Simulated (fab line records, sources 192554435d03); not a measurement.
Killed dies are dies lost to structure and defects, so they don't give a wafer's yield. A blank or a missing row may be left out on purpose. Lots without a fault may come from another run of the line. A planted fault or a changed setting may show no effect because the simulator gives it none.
Split-lot experiment | flow n5_finfet | 7 lots, 39 wafers read, on a route of 1938 steps

THE SPLIT
At N5_SD_EPI_N_EPI_21 (deposits Si:P, time 690 s), the setting pressure_torr was moved away from the recipe's 255 Torr on 30 of the 39 wafers read, by -14.1% to -6.0%. The other wafers ran this setting at the recipe's value.

The reading is taken at the split's own step.

THE READING
Si-P_of_SD_EPI_N_EPI_21.thk_nm (the simulator's own value, which no gauge read), in nm, at N5_SD_EPI_N_EPI_21 (deposits Si:P, time 690 s). The file gives no usual value for it. The 9 wafers here that ran the recipe average 59.4 nm, standard deviation 0.62 nm.

wafer  | tool, chamber at the split | pressure_torr as run, Torr | against the recipe | Si-P_of_SD_EPI_N_EPI_21.thk_nm, nm | against lot-mates on the recipe
L075.1 | epi_rpcvd-04, 0            | 238.3                      | -6.5%              | 57.6                               | no lot-mate on the recipe
L075.2 | epi_rpcvd-04, 0            | 238.3                      | -6.5%              | 57.6                               | no lot-mate on the recipe
L075.3 | epi_rpcvd-04, 0            | 238.3                      | -6.5%              | 58                                 | no lot-mate on the recipe
L075.4 | epi_rpcvd-04, 0            | 238.3                      | -6.5%              | 57.8                               | no lot-mate on the recipe
L075.5 | epi_rpcvd-04, 0            | 238.3                      | -6.5%              | 56.6                               | no lot-mate on the recipe
L075.6 | epi_rpcvd-04, 0            | 238.3                      | -6.5%              | 58.4                               | no lot-mate on the recipe
L077.1 | epi_rpcvd-04, 0            | 219.1                      | -14.1%             | 55.2                               | no lot-mate on the recipe
L077.2 | epi_rpcvd-04, 0            | 219.1                      | -14.1%             | 54.8                               | no lot-mate on the recipe
L077.6 | epi_rpcvd-04, 0            | 219.1                      | -14.1%             | 54.8                               | no lot-mate on the recipe
L077.3 | epi_rpcvd-04, 0            | 219.1                      | -14.1%             | 55.6                               | no lot-mate on the recipe
L077.4 | epi_rpcvd-04, 0            | 219.1                      | -14.1%             | 55.4                               | no lot-mate on the recipe
L077.5 | epi_rpcvd-04, 0            | 219.1                      | -14.1%             | 55.8                               | no lot-mate on the recipe
L078.1 | epi_rpcvd-04, 0            | 230                        | -9.8%              | 56.8                               | no lot-mate on the recipe
L078.5 | epi_rpcvd-04, 0            | 230                        | -9.8%              | 56.8                               | no lot-mate on the recipe
L078.2 | epi_rpcvd-04, 0            | 230                        | -9.8%              | 57.2                               | no lot-mate on the recipe
L078.3 | epi_rpcvd-04, 0            | 230                        | -9.8%              | 57.4                               | no lot-mate on the recipe
L078.4 | epi_rpcvd-04, 0            | 230                        | -9.8%              | 57.6                               | no lot-mate on the recipe
L078.6 | epi_rpcvd-04, 0            | 230                        | -9.8%              | 58                                 | no lot-mate on the recipe
L079.1 | epi_rpcvd-04, 0            | 255                        | recipe             | 60.4                               | -
L079.2 | epi_rpcvd-04, 0            | 255                        | recipe             | 59.6                               | -
L079.3 | epi_rpcvd-04, 0            | 255                        | recipe             | 59.6                               | -
L079.6 | epi_rpcvd-04, 0            | 255                        | recipe             | 59.6                               | -
L079.4 | epi_rpcvd-04, 0            | 255                        | recipe             | 59.8                               | -
L079.5 | epi_rpcvd-04, 0            | 255                        | recipe             | 60                                 | -
L080.1 | epi_rpcvd-04, 0            | 239.7                      | -6.0%              | 57.2                               | no lot-mate on the recipe
L080.2 | epi_rpcvd-04, 0            | 239.7                      | -6.0%              | 57.2                               | no lot-mate on the recipe
L080.3 | epi_rpcvd-04, 0            | 239.7                      | -6.0%              | 57.2                               | no lot-mate on the recipe
L080.5 | epi_rpcvd-04, 0            | 239.7                      | -6.0%              | 57.2                               | no lot-mate on the recipe
L080.4 | epi_rpcvd-04, 0            | 239.7                      | -6.0%              | 57.4                               | no lot-mate on the recipe
L080.6 | epi_rpcvd-04, 0            | 239.7                      | -6.0%              | 56.8                               | no lot-mate on the recipe
L082.2 | epi_rpcvd-04, 0            | 255                        | recipe             | 58.6                               | -
L082.3 | epi_rpcvd-04, 0            | 255                        | recipe             | 59                                 | -
L082.4 | epi_rpcvd-04, 0            | 255                        | recipe             | 58.4                               | -
L084.1 | epi_rpcvd-04, 0            | 234.6                      | -8.0%              | 56.8                               | no lot-mate on the recipe
L084.2 | epi_rpcvd-04, 0            | 234.6                      | -8.0%              | 58.2                               | no lot-mate on the recipe
L084.3 | epi_rpcvd-04, 0            | 234.6                      | -8.0%              | 57.8                               | no lot-mate on the recipe
L084.4 | epi_rpcvd-04, 0            | 234.6                      | -8.0%              | 57.6                               | no lot-mate on the recipe
L084.5 | epi_rpcvd-04, 0            | 234.6                      | -8.0%              | 57.4                               | no lot-mate on the recipe
L084.6 | epi_rpcvd-04, 0            | 234.6                      | -8.0%              | 57                                 | no lot-mate on the recipe

THE FIT
A straight line over all 39 wafers: Si-P_of_SD_EPI_N_EPI_21.thk_nm changes by +0.274 nm for each +1% of pressure_torr; r = +0.90; the points scatter about the line by 0.61 nm.
Too few moved wafers have a lot-mate on the recipe to fit a line with each lot's own level taken away.

THE FILE'S OWN FIT
Si-P_of_SD_EPI_N_EPI_21.thk_nm changes by +0.274 nm for each +1% of pressure_torr, r = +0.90.
